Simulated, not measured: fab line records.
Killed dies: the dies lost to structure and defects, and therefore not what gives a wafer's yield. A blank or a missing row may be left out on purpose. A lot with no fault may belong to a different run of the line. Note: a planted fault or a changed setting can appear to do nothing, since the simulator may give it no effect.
2 desks, one fault | flow n5Finfet | each desk holds nothing but its own numbers, with what lay behind them at the end

== AT THE METROLOGY DESK ==
Means of the sampled wafers that have a number, per lot and without regard to the tool the lot ran on: this is what the gauges read. Any lot whose mean is over 4 standard deviations away from the usual mean is out of limits and marked OUT; that distance is given in the brackets.
Columns: A = trenchDepthNm at N5_BEOL_M6_OCD_MEAS_38, usual 94.1 nm
lot  | first seen here | A
L222 | day 8 14:42     | 94.8
L225 | day 9 09:23     | 94.3
L226 | day 9 14:18     | 94.5
L229 | day 10 10:22    | 95.2
L228 | day 10 11:17    | 94.4
L231 | day 11 09:56    | 94.1
L238 | day 12 17:20    | 92.2
L239 | day 13 02:28    | 93.9
L241 | day 13 14:20    | 93.9
L240 | day 13 17:05    | 93.8
L245 | day 14 03:54    | 92.7
L242 | day 14 04:17    | 93.9
This desk found nothing out of limits on any of the 12 lots.

== TOOL OWNER'S DESK, cvdCo-02 ==
The tool's own readings at N5_BEOL_M6_CVD_78 (deposits Co from CCTBA/H2, target thk 2 nm, time 142.3 s): means of the sampled wafers that have a number, for each lot that ran on this tool. Any lot whose mean is over 4 standard deviations away from the usual mean is out of limits and marked OUT; that distance is given in the brackets.
Columns: A = runLengthS at N5_BEOL_M6_CVD_78, usual 165.3 s
lot  | first seen here | A
L222 | day 8 16:28     | 165.5
L225 | day 9 10:48     | 165.5
L226 | day 9 16:02     | 165.5
L229 | day 10 11:46    | 179.7 (+39) OUT
L228 | day 10 14:16    | 179.5 (+38) OUT
L231 | day 11 11:04    | 179.4 (+38) OUT
L241 | day 13 15:58    | 165.4
L240 | day 13 18:29    | 165.7
L245 | day 14 06:19    | 165.1
L242 | day 14 06:30    | 165.5
This desk's finding: out of limits on L228, L229, L231; first on L229, day 10 11:46 (runLengthS at N5_BEOL_M6_CVD_78). L222, L225, L226, L241, L240, L245, L242: within limits.

== ALL TOGETHER ==
An alarm could have come from the tool owner's desk at day 10 11:46, on L228, L229, L231.
Nothing out of limits was seen by the metrology desk.
The metrology desk has L228, L229, L231 on record, within its limits.
On cvdCo-02, each named lot ran N5_BEOL_M6_CVD_78.

== WHAT THE SIMULATOR HAD INSERTED ==
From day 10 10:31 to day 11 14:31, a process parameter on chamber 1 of cvdCo-02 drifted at N5_BEOL_M6_CVD_78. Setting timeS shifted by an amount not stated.
Shown lots that were struck: L228, L229, L231.
How many hours passed from the start of the fault until each desk's first out-of-limits reading: the tool owner's desk, 1.
